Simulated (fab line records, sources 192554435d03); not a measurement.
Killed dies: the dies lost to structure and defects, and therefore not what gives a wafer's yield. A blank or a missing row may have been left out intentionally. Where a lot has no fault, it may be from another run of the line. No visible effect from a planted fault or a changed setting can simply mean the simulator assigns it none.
Chamber matching	flow n5 finfet	N5_BEOL_M2_DESCUM_33 on rie diel-03: 4 sister chambers
The step chemistry O2, time 7 s. 14 wafers are shown with their chamber, then 7 later ones without.

== WAFERS, EACH WITH ITS CHAMBER ==
wafer	chamber	drypump motor current A (A)	showerhead plenum p Torr (Torr)	throttle valve pct (%)
L078.2	1	6.3	2.16	20.87
L078.3	3	5.5	1.93	20.53
L078.6	1	6.4	2.15	20.86
L080.2	1	6.3	2.15	20.86
L080.3	3	5.5	1.93	20.55
L080.4	0	5.3	2.05	20.59
L082.2	3	5.5	1.93	20.56
L082.4	1	6.3	2.15	20.88
L082.5	1	6.3	2.15	20.88
L086.1	3	5.5	1.92	20.56
L086.2	1	6.3	2.15	20.88
L086.4	2	4.8	2.06	20.28
L092.1	0	5.3	2.04	20.63
L092.4	2	4.8	2.06	20.27

SIGNATURES (means of the wafers above)
reading	chamber 0	chamber 1	chamber 2	chamber 3	scatter within a chamber
drypump motor current A	5.300	6.317	4.800	5.500	0.0289
showerhead plenum p Torr	2.0450	2.1517	2.0600	1.9275	0.00456
throttle valve pct	20.6100	20.8717	20.2750	20.5500	0.0139
Rule: for a wafer and a chamber, the distance is found by dividing, reading by reading, the gap between the wafer's reading and the chamber's mean by the reading's scatter, squaring, summing and taking the root. If the next closest chamber is less than 2 further off than the closest, the wafer can't be placed; otherwise it belongs to the closest. How the scatter is found: for the shown wafers, subtract from each reading the mean of its chamber, square and add these, divide the total by (wafers less chambers), then take the root.

== WAFERS MISSING THEIR CHAMBER ==
wafer	drypump motor current A (A)	showerhead plenum p Torr (Torr)	throttle valve pct (%)
L092.5	4.8	2.06	20.27
L095.2	5.5	1.92	20.61
L095.3	4.8	2.06	20.28
L095.4	5.3	2.03	20.63
L097.2	4.8	2.05	20.30
L097.3	5.4	1.91	20.59
L097.4	5.5	1.92	20.62

== WHICH CHAMBER EACH WENT THROUGH ==
wafer	from the rows above	in truth
L092.5	2	2
L095.2	3	3
L095.3	2	2
L095.4	0	0
L097.2	2	2
L097.3	3	3
L097.4	3	3
Correctly placed: 7 of 7. Left unplaced by these rows: 0. 0 placed wrongly.
